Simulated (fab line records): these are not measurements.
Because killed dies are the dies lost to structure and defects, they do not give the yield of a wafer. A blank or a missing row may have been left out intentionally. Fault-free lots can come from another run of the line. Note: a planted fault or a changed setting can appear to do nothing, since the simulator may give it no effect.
Matching of chambers || flow nand_harc || 4 sister chambers for NHARC_A_STAIRCASE_TRIM_20 on rie_diel-13
The step chemistry O2, time 211.2 s. 27 wafers are shown with their chamber, then 12 later ones without.

WAFERS WITH THEIR CHAMBER
{"wafer": "L074.2", "chamber": 1, "drypump_motor_current_A (A)": 6.2, "showerhead_plenum_p_Torr (Torr)": 3.39, "oes_product_au (a.u.)": 1.007}
{"wafer": "L074.3", "chamber": 2, "drypump_motor_current_A (A)": 5.8, "showerhead_plenum_p_Torr (Torr)": 3.29, "oes_product_au (a.u.)": 1.010}
{"wafer": "L074.6", "chamber": 2, "drypump_motor_current_A (A)": 5.7, "showerhead_plenum_p_Torr (Torr)": 3.29, "oes_product_au (a.u.)": 1.008}
{"wafer": "L075.2", "chamber": 0, "drypump_motor_current_A (A)": 4.7, "showerhead_plenum_p_Torr (Torr)": 3.65, "oes_product_au (a.u.)": 1.021}
{"wafer": "L075.5", "chamber": 3, "drypump_motor_current_A (A)": 5.9, "showerhead_plenum_p_Torr (Torr)": 3.48, "oes_product_au (a.u.)": 1.039}
{"wafer": "L075.6", "chamber": 2, "drypump_motor_current_A (A)": 5.7, "showerhead_plenum_p_Torr (Torr)": 3.29, "oes_product_au (a.u.)": 1.004}
{"wafer": "L076.1", "chamber": 1, "drypump_motor_current_A (A)": 6.2, "showerhead_plenum_p_Torr (Torr)": 3.38, "oes_product_au (a.u.)": 1.000}
{"wafer": "L076.3", "chamber": 3, "drypump_motor_current_A (A)": 5.9, "showerhead_plenum_p_Torr (Torr)": 3.47, "oes_product_au (a.u.)": 1.043}
{"wafer": "L076.4", "chamber": 0, "drypump_motor_current_A (A)": 4.7, "showerhead_plenum_p_Torr (Torr)": 3.65, "oes_product_au (a.u.)": 1.033}
{"wafer": "L078.2", "chamber": 1, "drypump_motor_current_A (A)": 6.2, "showerhead_plenum_p_Torr (Torr)": 3.38, "oes_product_au (a.u.)": 1.019}
{"wafer": "L078.3", "chamber": 3, "drypump_motor_current_A (A)": 5.9, "showerhead_plenum_p_Torr (Torr)": 3.47, "oes_product_au (a.u.)": 1.034}
{"wafer": "L078.6", "chamber": 3, "drypump_motor_current_A (A)": 5.9, "showerhead_plenum_p_Torr (Torr)": 3.47, "oes_product_au (a.u.)": 1.031}
{"wafer": "L081.1", "chamber": 1, "drypump_motor_current_A (A)": 6.2, "showerhead_plenum_p_Torr (Torr)": 3.38, "oes_product_au (a.u.)": 0.997}
{"wafer": "L081.2", "chamber": 3, "drypump_motor_current_A (A)": 5.9, "showerhead_plenum_p_Torr (Torr)": 3.47, "oes_product_au (a.u.)": 1.036}
{"wafer": "L081.6", "chamber": 3, "drypump_motor_current_A (A)": 5.9, "showerhead_plenum_p_Torr (Torr)": 3.47, "oes_product_au (a.u.)": 1.037}
{"wafer": "L082.1", "chamber": 3, "drypump_motor_current_A (A)": 5.9, "showerhead_plenum_p_Torr (Torr)": 3.47, "oes_product_au (a.u.)": 1.040}
{"wafer": "L082.4", "chamber": 1, "drypump_motor_current_A (A)": 6.2, "showerhead_plenum_p_Torr (Torr)": 3.38, "oes_product_au (a.u.)": 1.017}
{"wafer": "L082.6", "chamber": 3, "drypump_motor_current_A (A)": 5.9, "showerhead_plenum_p_Torr (Torr)": 3.47, "oes_product_au (a.u.)": 1.043}
{"wafer": "L083.1", "chamber": 0, "drypump_motor_current_A (A)": 4.7, "showerhead_plenum_p_Torr (Torr)": 3.64, "oes_product_au (a.u.)": 1.020}
{"wafer": "L083.4", "chamber": 2, "drypump_motor_current_A (A)": 5.7, "showerhead_plenum_p_Torr (Torr)": 3.28, "oes_product_au (a.u.)": 1.007}
{"wafer": "L083.6", "chamber": 2, "drypump_motor_current_A (A)": 5.7, "showerhead_plenum_p_Torr (Torr)": 3.28, "oes_product_au (a.u.)": 1.001}
{"wafer": "L084.1", "chamber": 3, "drypump_motor_current_A (A)": 5.9, "showerhead_plenum_p_Torr (Torr)": 3.46, "oes_product_au (a.u.)": 1.037}
{"wafer": "L084.2", "chamber": 1, "drypump_motor_current_A (A)": 6.2, "showerhead_plenum_p_Torr (Torr)": 3.37, "oes_product_au (a.u.)": 1.007}
{"wafer": "L084.6", "chamber": 2, "drypump_motor_current_A (A)": 5.8, "showerhead_plenum_p_Torr (Torr)": 3.28, "oes_product_au (a.u.)": 0.994}
{"wafer": "L085.1", "chamber": 0, "drypump_motor_current_A (A)": 4.7, "showerhead_plenum_p_Torr (Torr)": 3.64, "oes_product_au (a.u.)": 1.016}
{"wafer": "L085.2", "chamber": 1, "drypump_motor_current_A (A)": 6.2, "showerhead_plenum_p_Torr (Torr)": 3.37, "oes_product_au (a.u.)": 0.999}
{"wafer": "L085.6", "chamber": 0, "drypump_motor_current_A (A)": 4.7, "showerhead_plenum_p_Torr (Torr)": 3.64, "oes_product_au (a.u.)": 1.013}

SIGNATURES, as means of the wafers listed above
{"reading": "drypump_motor_current_A", "chamber 0": 4.700, "chamber 1": 6.200, "chamber 2": 5.733, "chamber 3": 5.900, "scatter within a chamber": 0.0241}
{"reading": "showerhead_plenum_p_Torr", "chamber 0": 3.6440, "chamber 1": 3.3786, "chamber 2": 3.2850, "chamber 3": 3.4700, "scatter within a chamber": 0.00573}
{"reading": "oes_product_au", "chamber 0": 1.02060, "chamber 1": 1.00657, "chamber 2": 1.00400, "chamber 3": 1.03778, "scatter within a chamber": 0.00654}
Rule: a wafer lies at a distance from a chamber equal to the root of the sum of squares, over the readings, of (its reading less the chamber's mean, divided by the reading's scatter). The wafer belongs to the nearest chamber; if the next one is less than 2 further off, it can't be placed. The scatter: the root of (the sum of the squares of (reading less its chamber's mean) over the shown wafers, divided by (wafers less chambers)).

WAFERS WITH NO CHAMBER GIVEN
{"wafer": "L086.2", "drypump_motor_current_A (A)": 5.7, "showerhead_plenum_p_Torr (Torr)": 3.27, "oes_product_au (a.u.)": 1.000}
{"wafer": "L086.3", "drypump_motor_current_A (A)": 6.2, "showerhead_plenum_p_Torr (Torr)": 3.37, "oes_product_au (a.u.)": 1.003}
{"wafer": "L086.5", "drypump_motor_current_A (A)": 5.9, "showerhead_plenum_p_Torr (Torr)": 3.46, "oes_product_au (a.u.)": 1.050}
{"wafer": "L087.3", "drypump_motor_current_A (A)": 6.2, "showerhead_plenum_p_Torr (Torr)": 3.37, "oes_product_au (a.u.)": 0.999}
{"wafer": "L087.4", "drypump_motor_current_A (A)": 4.7, "showerhead_plenum_p_Torr (Torr)": 3.63, "oes_product_au (a.u.)": 1.028}
{"wafer": "L087.5", "drypump_motor_current_A (A)": 4.7, "showerhead_plenum_p_Torr (Torr)": 3.63, "oes_product_au (a.u.)": 1.022}
{"wafer": "L088.1", "drypump_motor_current_A (A)": 4.7, "showerhead_plenum_p_Torr (Torr)": 3.63, "oes_product_au (a.u.)": 1.015}
{"wafer": "L088.3", "drypump_motor_current_A (A)": 5.8, "showerhead_plenum_p_Torr (Torr)": 3.46, "oes_product_au (a.u.)": 1.022}
{"wafer": "L088.4", "drypump_motor_current_A (A)": 6.2, "showerhead_plenum_p_Torr (Torr)": 3.37, "oes_product_au (a.u.)": 0.997}
{"wafer": "L097.3", "drypump_motor_current_A (A)": 5.9, "showerhead_plenum_p_Torr (Torr)": 3.44, "oes_product_au (a.u.)": 1.017}
{"wafer": "L097.4", "drypump_motor_current_A (A)": 5.7, "showerhead_plenum_p_Torr (Torr)": 3.80, "oes_product_au (a.u.)": 0.983}
{"wafer": "L097.5", "drypump_motor_current_A (A)": 5.9, "showerhead_plenum_p_Torr (Torr)": 3.44, "oes_product_au (a.u.)": 1.016}

EACH ONE'S CHAMBER
{"wafer": "L086.2", "from the rows above": 2, "in truth": 2}
{"wafer": "L086.3", "from the rows above": 1, "in truth": 1}
{"wafer": "L086.5", "from the rows above": 3, "in truth": 3}
{"wafer": "L087.3", "from the rows above": 1, "in truth": 1}
{"wafer": "L087.4", "from the rows above": 0, "in truth": 0}
{"wafer": "L087.5", "from the rows above": 0, "in truth": 0}
{"wafer": "L088.1", "from the rows above": 0, "in truth": 0}
{"wafer": "L088.3", "from the rows above": 3, "in truth": 3}
{"wafer": "L088.4", "from the rows above": 1, "in truth": 1}
{"wafer": "L097.3", "from the rows above": 3, "in truth": 3}
{"wafer": "L097.4", "from the rows above": 0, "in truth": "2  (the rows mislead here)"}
{"wafer": "L097.5", "from the rows above": 3, "in truth": 3}
Correct placement for 11 of the 12. Number that these rows cannot place: 0. Wrongly placed: 1.
